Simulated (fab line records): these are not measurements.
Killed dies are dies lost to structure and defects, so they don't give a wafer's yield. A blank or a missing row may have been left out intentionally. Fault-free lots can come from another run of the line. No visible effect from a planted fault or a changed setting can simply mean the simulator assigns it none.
Comparing a struck lot with a sound one + flow n5-finfet + 16 out of 1938 route steps
Sound: the wafers L249.1, L249.2, L249.3. Struck: wafer L257.2; the same lot's L257.4 was not struck, so it is left out; see the end for the cause.
Order at every step that has rows: each side's tool, ch and its chambers, its first start. Under that, the readings that differ: sound wafers + struck wafers + difference of the means + sigmas: that difference in standard deviations of wafers without a fault.
alike: words and numbers the same on both sides, and readings whose means are apart by under 2 such deviations; not compared: readings that were withheld, readings missing a value for some wafer, numbers with overlapping values and no deviation given by the record, and bounds like >300 which may hide the same value.
A row with sigmas, a row that says differs or no value, or rows on one side alone: a step with any of these is where the two part. When numbers do not overlap yet have no deviation, they are printed without sigmas and do not part them. A reading missing from all wafers of one side parts the sides only when that side holds two or more wafers.

first, 1 step without rows for these wafers: N5_BEOL_M1_DEVELOP_27 (develop time 30 s).
N5_BEOL_M1_CD_MEAS_28: target cd y 23.3 nm.
  sound on cd-sem-02 ch 0, day 7 14:57; struck on cd-sem-02 ch 0, day 9 17:07
  alike: cd-nm
N5_BEOL_M1_OVL_MEAS_29:
  sound on overlay-01 ch 0, day 7 14:59; struck on overlay-02 ch 0, day 9 17:09
  alike: V0_OVL
N5_BEOL_M1_INSPECT_30: inspects for defects (brightfield).
  sound: defect-inspect-01 at day 7 15:02; struck: defect-inspect-02 at day 9 17:12
  alike: raw-defect-count
then, 1 step without rows for these wafers: N5_BEOL_M1_DESCUM_33 (chemistry O2, time 7 s).
N5_BEOL_M1_ETCH_77: etches underlayer in N2/H2, target depth 6.5 nm, time 5.2 s.
  sound on rie-diel-03 ch 0,2,3, day 7 15:07; struck on rie-diel-04 ch 1, day 9 17:16
| reading                | sound      | struck | difference | sigmas |
|------------------------|------------|--------|------------|--------|
| rf-hours-counter-h (h) | 210 165 14 | 243    | +113       |        |
  alike: drypump-motor-current-A, etch-rf-on-time-s, oes-product-au, rf-vpp-V, showerhead-plenum-p-Torr, throttle-valve-pct
N5_BEOL_M1_ETCH_69: etches SiARC in CF4, target depth 15.6 nm, time 26 s.
  sound on rie-diel-03 ch 0,2,3, day 7 15:07; struck on rie-diel-04 ch 1, day 9 17:17
| reading                     | sound       | struck | difference | sigmas |
|-----------------------------|-------------|--------|------------|--------|
| drypump-motor-current-A (A) | 6.0 5.8 5.9 | 5.0    | -0.9       | -2     |
| rf-hours-counter-h (h)      | 210 165 14  | 243    | +113       |        |
  alike: etch-rf-on-time-s, oes-product-au, rf-vpp-V, showerhead-plenum-p-Torr, throttle-valve-pct
N5_BEOL_M1_ALD_98: deposits SiO2, target thk 2.5 nm, pulse time 1 s, co reactant pulse time 1 s.
  sound on ald-sin-02 ch 0,1,2, day 7 15:22; struck on ald-sin-02 ch 0, day 9 17:22
  alike: heater-power-w, precursor-pulse-height-rel
N5_BEOL_M1_ETCHBACK_99: etches SiO2 in CHF3, target depth 5 nm, time 10.4 s.
  sound on rie-diel-04 ch 1,2,3, day 7 21:08; struck on rie-diel-04 ch 0, day 9 23:15
| reading                     | sound       | struck | difference | sigmas |
|-----------------------------|-------------|--------|------------|--------|
| drypump-motor-current-A (A) | 5.4 5.0 5.0 | 6.3    | +1.2       | +3     |
  alike: oes_f_703_au, oes-product-au, rf-vpp-V, showerhead-plenum-p-Torr, throttle-valve-pct
  not compared: rf-hours-counter-h
N5_BEOL_M1_ETCH_70: etches SOC in N2/H2, target depth 80 nm, overetch 16 nm, time 120 s.
  sound on rie-diel-04 ch 1,2,3, day 7 21:11; struck on rie-diel-04 ch 0, day 9 23:17
| reading                     | sound       | struck | difference | sigmas |
|-----------------------------|-------------|--------|------------|--------|
| drypump-motor-current-A (A) | 5.4 5.1 5.0 | 6.3    | +1.1       | +3     |
  alike: oes-product-au, rf-vpp-V, run-length-s, showerhead-plenum-p-Torr, throttle-valve-pct
  not compared: rf-hours-counter-h
then, 2 steps without rows for these wafers: N5_BEOL_M1_STRIP_71 (strips in N2/H2); N5_BEOL_M1_STRIP_78 (strips in N2/H2).
N5_BEOL_M1_VIA_ETCH_34: etches the open film in C4F6/O2, target depth 67.8 nm, time 64.4 s.
  sound on rie-diel-04 ch 1,2,3, day 7 21:17; struck on rie-diel-04 ch 0, day 9 23:23
| reading                                  | sound            | struck | difference | sigmas |
|------------------------------------------|------------------|--------|------------|--------|
| drypump-motor-current-A (A)              | 5.4 5.0 5.0      | 6.3    | +1.2       | +3     |
| run-length-s (s)                         | 87.1 87.7 87.8   | 80.5   | -7.0       | -16    |
| model.etch.depth-nm (nm)                 | 67.8 68.47 67.84 | 61.85  | -6.19      |        |
| model.SOC_of_BEOL_M1_COAT_67.thk-nm (nm) | 52 52.2 52.2     | 52.6   | +0.5       |        |
  alike: oes_f_703_au, oes-product-au, rf-vpp-V, showerhead-plenum-p-Torr, throttle-valve-pct
  not compared: rf-hours-counter-h
then, 1 step without rows for these wafers: N5_BEOL_M1_STRIP_83 (strips in C4F6/O2).
N5_BEOL_M4_RC_MEAS_101:
  sound on prober-02 ch 0, day 9 12:39; struck on prober-02 ch 0, day 11 15:04
  alike: DIBL_N, DIBL_P, IOFF_N, IOFF_P, ION_N, ION_P, SS_N, SS_P, VT_N, VT_P
-- a jump in the record: the struck wafers' starts before and after are 4 days apart (it breaks off in module BEOL_M4 and resumes in module PASSIVATION, where the first step shown is number 1936 of the route) --
N5_PASSIVATION_PROBE_49:
  rows exist in the record for the struck wafers here (prober-02, day 15 23:02), but not for the sound ones

WHERE THEY PART
Last at N5_PASSIVATION_PROBE_49 as far as this record goes, first at N5_BEOL_M1_ETCH_69.

WHY: what had been put in by the simulator
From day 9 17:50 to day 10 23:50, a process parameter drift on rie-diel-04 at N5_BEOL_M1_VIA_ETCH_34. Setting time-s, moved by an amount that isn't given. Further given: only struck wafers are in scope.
